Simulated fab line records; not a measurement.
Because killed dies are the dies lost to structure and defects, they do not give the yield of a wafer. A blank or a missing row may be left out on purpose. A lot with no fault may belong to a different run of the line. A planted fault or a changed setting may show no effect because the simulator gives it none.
Split-lot experiment ; flow n5Finfet ; 7 lots, 21 wafers read, on a route of 1938 steps

== THE SPLIT ==
At N5_SD_EPI_P_EPI_21 (deposits SiGe:B, time 355 s), the setting timeS was moved away from the recipe's 355 s on 10 of the 21 wafers read, by -14.4% to -5.3%. This setting was run at the recipe's value on the other wafers.

The reading is taken at the split's own step.

== THE READING ==
SiGe-B_of_SD_EPI_P_EPI_21.thkNm (the simulator's own value, which no gauge read), in nm, at N5_SD_EPI_P_EPI_21 (deposits SiGe:B, time 355 s). The file does not state a usual value for it. Average 60.8 nm, standard deviation 0.73 nm, over the 11 wafers here run with the recipe.

wafer;tool, chamber at the split;timeS as run, s;against the recipe;SiGe-B_of_SD_EPI_P_EPI_21.thkNm, nm;against lot-mates on the recipe
L075.2;epiRpcvd-03, 0;319.4;-10.0%;56.4;-4.6
L075.3;epiRpcvd-03, 0;319.4;-10.0%;57.6;-3.4
L075.6;epiRpcvd-03, 0;355;recipe;61;-
L081.2;epiRpcvd-02, 0;355;recipe;61.4;-
L081.3;epiRpcvd-02, 0;319.4;-10.0%;56.8;-4.6
L081.6;epiRpcvd-02, 0;319.4;-10.0%;56.8;-4.6
L082.2;epiRpcvd-03, 0;355;recipe;61.6;-
L082.5;epiRpcvd-03, 0;304;-14.4%;54.8;-6.8
L082.6;epiRpcvd-03, 0;304;-14.4%;55.2;-6.4
L083.2;epiRpcvd-03, 0;336.3;-5.3%;58.8;-2.6
L083.4;epiRpcvd-03, 0;336.3;-5.3%;58.8;-2.6
L083.3;epiRpcvd-03, 0;355;recipe;61.4;-
L086.2;epiRpcvd-03, 0;355;recipe;61;-
L086.3;epiRpcvd-03, 0;355;recipe;61;-
L086.6;epiRpcvd-03, 0;355;recipe;60.6;-
L089.1;epiRpcvd-03, 0;323.8;-8.8%;57.6;-3.6
L089.5;epiRpcvd-03, 0;355;recipe;61.4;-
L089.6;epiRpcvd-03, 0;355;recipe;61;-
L093.1;epiRpcvd-03, 0;355;recipe;59.6;-
L093.3;epiRpcvd-03, 0;320.8;-9.6%;56.2;-3.2
L093.4;epiRpcvd-03, 0;355;recipe;59.2;-

THE FIT
A straight line over all 21 wafers: SiGe-B_of_SD_EPI_P_EPI_21.thkNm changes by +0.405 nm for each +1% of timeS; r = +0.96; the points scatter about the line by 0.63 nm.
The same after taking each lot's own level away (the mean of its wafers on the recipe; 21 wafers): +0.435 nm for each +1%; r = +0.99; scatter 0.39 nm.
On that fit, the largest move of timeS shifts the reading by 6.2 nm.
From 59.40 to 61.60 nm: that is the span of the lots' own levels, equal to 3.0 times the standard deviation above.
The two slopes are in agreement: the lot-to-lot level therefore moves the slope only a little.
Check: for one of the wafers moved furthest among these (-14.4%), held out of the fit, the line's prediction against its lot-mates is -6.1 nm. It came out at -6.8 nm against them.

== THESE WAFERS: OTHER SPLITS ==
These wafers also went through other splits before the reading. Each is held against what the fit with the lots' levels taken away leaves over:
other split on the same wafers;wafers away from the commonest value;r with SiGe-B_of_SD_EPI_P_EPI_21.thkNm (lot level and that fit taken away)
N5_SD_EPI_N_PEB_07 pebTempC;5;-0.29
N5_SD_EPI_N_ETCH_45 targetDepthA;4;+0.03

== THE WHOLE CHAIN: every reading that the file lists as answering this split, in the file's order ==
step;what it does;reading;change (the file's fit);r (the file's)
N5_SD_EPI_P_EPI_21;deposits SiGe:B, time 355 s;SiGe-B_of_SD_EPI_P_EPI_21.thkNm (the simulator's own value, which no gauge read);+0.425 nm for each +1% of the setting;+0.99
N5_SD_EPI_P_EPI_MEAS_23;;thkNm;withheld for each +1% of the setting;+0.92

== THE FILE'S OWN FIT ==
SiGe-B_of_SD_EPI_P_EPI_21.thkNm changes by +0.425 nm for each +1% of timeS, r = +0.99.
